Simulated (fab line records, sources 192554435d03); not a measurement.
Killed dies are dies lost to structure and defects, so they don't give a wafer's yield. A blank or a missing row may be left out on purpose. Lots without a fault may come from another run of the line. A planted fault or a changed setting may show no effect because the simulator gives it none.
One fault seen from 2 desks | flow n5_finfet | each desk has only its own numbers; what lay behind them comes last

THE TOOL OWNER'S DESK: euv_scanner-01
The tool's own readings at N5_BEOL_M5_EXPOSE_25 (exposes mask V4, defocus 10 nm): means of the sampled wafers that have a number, for each lot that ran on this tool. A lot is out of limits, marked OUT, if its mean lies more than 4 standard deviations from the usual mean; the brackets give that distance.
Columns: A = exposure_dose_mJ_cm2 at N5_BEOL_M5_EXPOSE_25, usual 53.1
lot  | first seen here | A
L309 | day 9 02:10     | 52.7
L312 | day 10 01:23    | 52.7
L324 | day 12 11:04    | 52.7
L325 | day 12 17:14    | 52.7
L323 | day 12 20:49    | 52.7
This desk's finding: nothing out of limits on any of the 5 lots.

THE METROLOGY DESK
What the gauges read, lot by lot, whatever tool the lot ran on: means of the sampled wafers that have a number. A lot is out of limits, marked OUT, if its mean lies more than 4 standard deviations from the usual mean; the brackets give that distance.
Columns: A = V4_OVL at N5_BEOL_M5_OVL_MEAS_29, usual -0.2 nm
lot  | first seen here | A
L309 | day 9 02:19     | 0.6
L312 | day 10 01:33    | -0.2
L313 | day 10 05:38    | -0.8
L315 | day 10 22:47    | 0.1
L324 | day 12 11:13    | -0.4
L325 | day 12 17:23    | 6.6 (+11) OUT
L323 | day 12 21:00    | 7.2 (+12) OUT
L328 | day 13 18:05    | 0.2
L329 | day 13 18:08    | 0.7
This desk's finding: out of limits on L323, L325; first on L325, day 12 17:23 (V4_OVL at N5_BEOL_M5_OVL_MEAS_29). In limits: L309, L312, L313, L315, L324, L328, L329.

PUT TOGETHER
The metrology desk could have raised an alarm at day 12 17:23, on L323, L325.
The tool owner's desk saw nothing out of limits.
The tool owner's desk has L323, L325 on record, within its limits.
Of the lots named, all ran N5_BEOL_M5_EXPOSE_25 on euv_scanner-01.

WHAT THE SIMULATOR HAD PUT IN
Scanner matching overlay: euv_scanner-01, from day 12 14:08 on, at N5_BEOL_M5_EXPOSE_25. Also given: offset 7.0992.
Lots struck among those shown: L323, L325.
Hours from the fault's start to each desk's first reading out of limits: the metrology desk, 3.
